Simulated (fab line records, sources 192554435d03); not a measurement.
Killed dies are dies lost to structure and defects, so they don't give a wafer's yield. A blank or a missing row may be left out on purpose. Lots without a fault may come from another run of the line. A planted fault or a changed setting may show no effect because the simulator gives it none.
Chamber matching | flow n5_finfet | N5_BEOL_M1_CO_CAP_55 on cvd_co-01: 3 sister chambers
The step material Co, precursor CCTBA/H2, target thk 2 nm, time 102.1 s. 3 wafers are shown with their chamber, then 8 later ones without.

WAFERS WITH THEIR CHAMBER
wafer  | chamber | heater_power_w (W)
L670.2 | 2       | 255
L670.5 | 0       | 260
L671.4 | 1       | 219

WAFERS WITHOUT THEIR CHAMBER
wafer  | heater_power_w (W)
L671.5 | 262
L671.6 | 260
L674.1 | 257
L674.2 | 209
L674.6 | 213
L677.1 | 255
L677.2 | 262
L677.4 | 256

WHICH CHAMBER EACH WENT THROUGH
wafer  | from the rows above     | in truth
L671.5 | can't be placed: 0 or 2 | 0
L671.6 | can't be placed: 0 or 2 | 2
L674.1 | can't be placed: 2 or 0 | 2
L674.2 | 1                       | 1
L674.6 | 1                       | 1
L677.1 | can't be placed: 2 or 0 | 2
L677.2 | can't be placed: 0 or 2 | 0
L677.4 | can't be placed: 2 or 0 | 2
Placed correctly: 2 of 8. Can't be placed from these rows: 6 (the true chamber is among the candidates in 6). Placed wrongly: 0.
How it was worked out, from the rows above alone: a wafer's distance from a chamber is the root of the sum, over the readings, of the square of ((its reading less the chamber's mean) divided by the reading's scatter). The wafer belongs to the nearest chamber; if the next one is less than 2 further off, it can't be placed. A chamber's mean is the mean of its shown wafers. The scatter: with one shown wafer a chamber, the root of the mean of the squares of how far each hidden wafer lies from its nearest shown one.
